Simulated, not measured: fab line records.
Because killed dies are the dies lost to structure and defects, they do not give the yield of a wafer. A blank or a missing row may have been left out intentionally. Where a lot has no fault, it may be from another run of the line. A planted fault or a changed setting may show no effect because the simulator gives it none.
The tool behind it: which one? + flow n5Finfet + 9 lots, 27 wafers sampled, at 5 steps of a route of 1938

## WHAT THE GAUGES SHOWED, per wafer
N5_BEOL_M12_THK_MEAS_01. Usual: for M12_ILD_THK the level is 660 nm and the standard deviation is 7.3.
| lot  | measured     | on           | M12_ILD_THK (nm) | flag |
|------|--------------|--------------|------------------|------|
| L444 | day 12 03:37 | filmMetro-02 | 659 664 663      |      |
| L450 | day 13 11:37 | filmMetro-01 | 651 509 665      | OFF  |
| L453 | day 14 18:48 | filmMetro-01 | 639 653 500      | OFF  |
| L456 | day 15 20:17 | filmMetro-01 | 652 658 657      |      |
| L463 | day 17 16:31 | filmMetro-02 | 656 660 663      |      |
| L460 | day 18 06:17 | filmMetro-02 | 647 655 654      |      |
| L462 | day 18 07:00 | filmMetro-01 | 657 664 663      |      |
| L464 | day 18 09:53 | filmMetro-02 | 658 662 666      |      |
| L466 | day 18 11:10 | filmMetro-01 | 655 672 667      |      |

## EACH LOT AND THE TOOL THAT RAN IT (in order: tool; ch and the chambers of the sampled wafers; start)
| lot  | N5_BEOL_M11_ETCH_66               | N5_BEOL_M11_VIA_ETCH_34           | N5_BEOL_M11_STRIP_77                         | N5_BEOL_M12_ILD_DEP_00          |
|------|-----------------------------------|-----------------------------------|----------------------------------------------|---------------------------------|
| L444 | rieDiel-02 ch 0,1, day 11 23:25   | rieDiel-02 ch 0,1, day 11 23:32   | rieDiel-02 ch 0,1, day 12 03:29 or earlier   | pecvd-02 ch 0,1,2, day 12 03:29 |
| L450 | rieDiel-04 ch 2,3, day 13 08:13   | rieDiel-04 ch 2,3, day 13 08:20   | rieDiel-04 ch 2,3, day 13 11:29 or earlier   | pecvd-02 ch 0,1, day 13 11:29   |
| L453 | rieDiel-01 ch 0,1,3, day 14 13:34 | rieDiel-01 ch 0,1,3, day 14 13:42 | rieDiel-01 ch 0,1,3, day 14 18:40 or earlier | pecvd-02 ch 0,1,2, day 14 18:40 |
| L456 | rieDiel-04 ch 0,1,3, day 15 14:40 | rieDiel-04 ch 0,1,3, day 15 14:47 | rieDiel-04 ch 0,1,3, day 15 20:08 or earlier | pecvd-04 ch 0,1, day 15 20:08   |
| L463 | rieDiel-02 ch 0,1,2, day 17 13:31 | rieDiel-02 ch 0,1,2, day 17 13:38 | rieDiel-02 ch 0,1,2, day 17 16:23 or earlier | pecvd-04 ch 0,1,2, day 17 16:23 |
| L460 | rieDiel-02 ch 1,2,3, day 18 01:52 | rieDiel-02 ch 1,2,3, day 18 01:59 | rieDiel-02 ch 1,2,3, day 18 06:10 or earlier | pecvd-02 ch 0,1,2, day 18 06:10 |
| L462 | rieDiel-04 ch 0,2, day 18 02:16   | rieDiel-04 ch 0,2, day 18 02:23   | rieDiel-04 ch 0,2, day 18 06:52 or earlier   | pecvd-02 ch 0,2, day 18 06:52   |
| L464 | rieDiel-04 ch 2,3, day 18 05:51   | rieDiel-04 ch 2,3, day 18 05:59   | rieDiel-04 ch 2,3, day 18 09:45 or earlier   | pecvd-04 ch 1,2, day 18 09:45   |
| L466 | rieDiel-04 ch 1,2,3, day 18 07:59 | rieDiel-04 ch 1,2,3, day 18 08:07 | rieDiel-04 ch 1,2,3, day 18 11:02 or earlier | pecvd-02 ch 0,2, day 18 11:02   |
- N5_BEOL_M11_ETCH_66: etches SOC in N2/H2, target depth 120 nm, overetch 24 nm, time 180 s.
- N5_BEOL_M11_VIA_ETCH_34: etches SiCOH lowk in C4F6/O2, target depth 184.5 nm, time 69.2 s.
- N5_BEOL_M11_STRIP_77: strips in N2/H2, time 10 s.
- N5_BEOL_M12_ILD_DEP_00: deposits SiOC from DEMS/O2, target thk 658.92 nm, time 130.7 s.

## WHAT THE TOOLS THEMSELVES READ (means of the sampled wafers that have a number; where no wafer has one, the mark that the record gives instead)
N5_BEOL_M11_ETCH_66. Usual: drypumpMotorCurrentA 5.5 A, standard deviation 0.45; oesProductAu 0.64 a.u., standard deviation 0.073; rfVppV 525.6 V, standard deviation 1.9; showerheadPlenumPTorr 2.60 Torr, standard deviation 0.064; throttleValvePct 17.81 %, standard deviation 0.22.
| lot  | tool       | drypumpMotorCurrentA (A) | oesProductAu (a.u.) | rfVppV (V) | showerheadPlenumPTorr (Torr) | throttleValvePct (%) | flag |
|------|------------|--------------------------|---------------------|------------|------------------------------|----------------------|------|
| L444 | rieDiel-02 | 5.1                      | 0.57                | 526.1      | 2.63                         | 17.90                |      |
| L450 | rieDiel-04 | 5.6                      | 0.58                | 522.5      | 2.52                         | 17.83                |      |
| L453 | rieDiel-01 | 5.3                      | 0.63                | 525.6      | 2.62                         | 17.76                |      |
| L456 | rieDiel-04 | 6.0                      | 0.67                | 525.8      | 2.61                         | 17.72                |      |
| L463 | rieDiel-02 | 5.0                      | 0.66                | 525.9      | 2.63                         | 17.93                |      |
| L460 | rieDiel-02 | 5.1                      | 0.60                | 526.5      | 2.65                         | 17.95                |      |
| L462 | rieDiel-04 | 5.9                      | 0.72                | 523.8      | 2.55                         | 17.79                |      |
| L464 | rieDiel-04 | 5.6                      | 0.70                | 523.0      | 2.50                         | 17.69                |      |
| L466 | rieDiel-04 | 5.7                      | 0.68                | 524.5      | 2.57                         | 17.66                |      |

N5_BEOL_M11_VIA_ETCH_34. Usual: drypumpMotorCurrentA 5.5 A, standard deviation 0.45; mfcArSccm 299.9 sccm, standard deviation 0.87; oesProductAu 0.79 a.u., standard deviation 0.092; rfVppV 668 V, standard deviation 6.2; showerheadPlenumPTorr 2.91 Torr, standard deviation 0.067; throttleValvePct 20.88 %, standard deviation 0.19.
| lot  | tool       | drypumpMotorCurrentA (A) | mfcArSccm (sccm) | oesProductAu (a.u.) | rfVppV (V) | showerheadPlenumPTorr (Torr) | throttleValvePct (%) | flag |
|------|------------|--------------------------|------------------|---------------------|------------|------------------------------|----------------------|------|
| L444 | rieDiel-02 | 5.1                      | 299.8            | 0.70                | 669        | 2.93                         | 20.94                |      |
| L450 | rieDiel-04 | 5.6                      | 299.5            | 0.71                | 663        | 2.82                         | 20.89                |      |
| L453 | rieDiel-01 | 5.3                      | 299.5            | 0.78                | 670        | 2.93                         | 20.81                |      |
| L456 | rieDiel-04 | 5.9                      | 300.2            | 0.83                | 669        | 2.91                         | 20.81                |      |
| L463 | rieDiel-02 | 5.0                      | 299.9            | 0.81                | 667        | 2.94                         | 20.99                |      |
| L460 | rieDiel-02 | 5.1                      | 300.8            | 0.74                | 665        | 2.96                         | 21.00                |      |
| L462 | rieDiel-04 | 5.9                      | 300.4            | 0.88                | 675        | 2.85                         | 20.87                |      |
| L464 | rieDiel-04 | 5.5                      | 299.9            | 0.86                | 665        | 2.81                         | 20.78                |      |
| L466 | rieDiel-04 | 5.8                      | 299.9            | 0.83                | 666        | 2.88                         | 20.76                |      |

N5_BEOL_M11_STRIP_77. Usual: drypumpMotorCurrentA 5.5 A, standard deviation 0.45; oesProductAu 0.79 a.u., standard deviation 0.093; rfVppV 59.5 V, standard deviation 0.8; showerheadPlenumPTorr 2.60 Torr, standard deviation 0.064; throttleValvePct 23.65 %, standard deviation 0.27.
| lot  | tool       | drypumpMotorCurrentA (A) | oesProductAu (a.u.) | rfVppV (V) | showerheadPlenumPTorr (Torr) | throttleValvePct (%) | flag |
|------|------------|--------------------------|---------------------|------------|------------------------------|----------------------|------|
| L444 | rieDiel-02 | 5.0                      | 0.70                | 60.5       | 2.63                         | 23.66                |      |
| L450 | rieDiel-04 | 5.6                      | 0.71                | 59.4       | 2.51                         | 23.63                |      |
| L453 | rieDiel-01 | 5.3                      | 0.78                | 60.4       | 2.62                         | 23.62                |      |
| L456 | rieDiel-04 | 5.9                      | 0.84                | 59.9       | 2.60                         | 23.56                |      |
| L463 | rieDiel-02 | 4.9                      | 0.81                | 59.4       | 2.63                         | 23.81                |      |
| L460 | rieDiel-02 | 5.1                      | 0.74                | 59.2       | 2.64                         | 23.78                |      |
| L462 | rieDiel-04 | 5.9                      | 0.89                | 60.5       | 2.55                         | 23.70                |      |
| L464 | rieDiel-04 | 5.5                      | 0.86                | 58.2       | 2.50                         | 23.54                |      |
| L466 | rieDiel-04 | 5.8                      | 0.83                | 59.0       | 2.56                         | 23.49                |      |

N5_BEOL_M12_ILD_DEP_00. Usual: heaterPowerW 486 W, standard deviation 76; runLengthS 175.7 s, standard deviation 0.5; showerheadPlenumPTorr 5.701 Torr, standard deviation 0.012; throttleValvePct 12.1 %, standard deviation 0.84.
| lot  | tool     | heaterPowerW (W) | runLengthS (s) | showerheadPlenumPTorr (Torr) | throttleValvePct (%) | flag |
|------|----------|------------------|----------------|------------------------------|----------------------|------|
| L444 | pecvd-02 | 446              | 176.2          | 5.706                        | 12.2                 |      |
| L450 | pecvd-02 | 391              | 165.1          | 5.707                        | 13.1                 | OFF  |
| L453 | pecvd-02 | 434              | 165.1          | 5.701                        | 12.4                 | OFF  |
| L456 | pecvd-04 | 481              | 175.8          | 5.703                        | 12.3                 |      |
| L463 | pecvd-04 | 501              | 175.3          | 5.706                        | 11.9                 |      |
| L460 | pecvd-02 | 444              | 176.2          | 5.703                        | 11.8                 |      |
| L462 | pecvd-02 | 461              | 175.8          | 5.698                        | 12.0                 |      |
| L464 | pecvd-04 | 501              | 175.0          | 5.707                        | 11.7                 |      |
| L466 | pecvd-02 | 497              | 176.2          | 5.704                        | 11.8                 |      |

## THE ANSWER, worked out from the rows above alone
Rule: a lot counts as off when the mean over its wafers that have a number is more than 3 standard deviations away from the usual mean. Also off: a lot with no number at a reading for which 4 or more lots have one. The other lots that the step has rows for count as sound. Order of review: gauges by route order, followed by the tools' own readings, for which a lot's mean as printed above is used. The first step at which some lot is off is used, and at that step the reading that is off furthest; a lot without a number counts as furthest.
Off: L450, L453, at N5_BEOL_M12_THK_MEAS_01 (M12_ILD_THK).
A tool fits if, at a process step before that reading, it ran every lot that is off, and no sound lot after the first of them. Not tried: the gauges at N5_BEOL_M12_THK_MEAS_01; whatever is off there is also off at N5_BEOL_M12_ILD_DEP_00, on other tools, and gauge error can't account for it. N5_BEOL_M11_STRIP_77 gives no start for some lots, so the hours and the order of its lots are those of N5_BEOL_M12_ILD_DEP_00. No candidate that was tried fits.

## WHAT THE SIMULATOR HAD PUT IN
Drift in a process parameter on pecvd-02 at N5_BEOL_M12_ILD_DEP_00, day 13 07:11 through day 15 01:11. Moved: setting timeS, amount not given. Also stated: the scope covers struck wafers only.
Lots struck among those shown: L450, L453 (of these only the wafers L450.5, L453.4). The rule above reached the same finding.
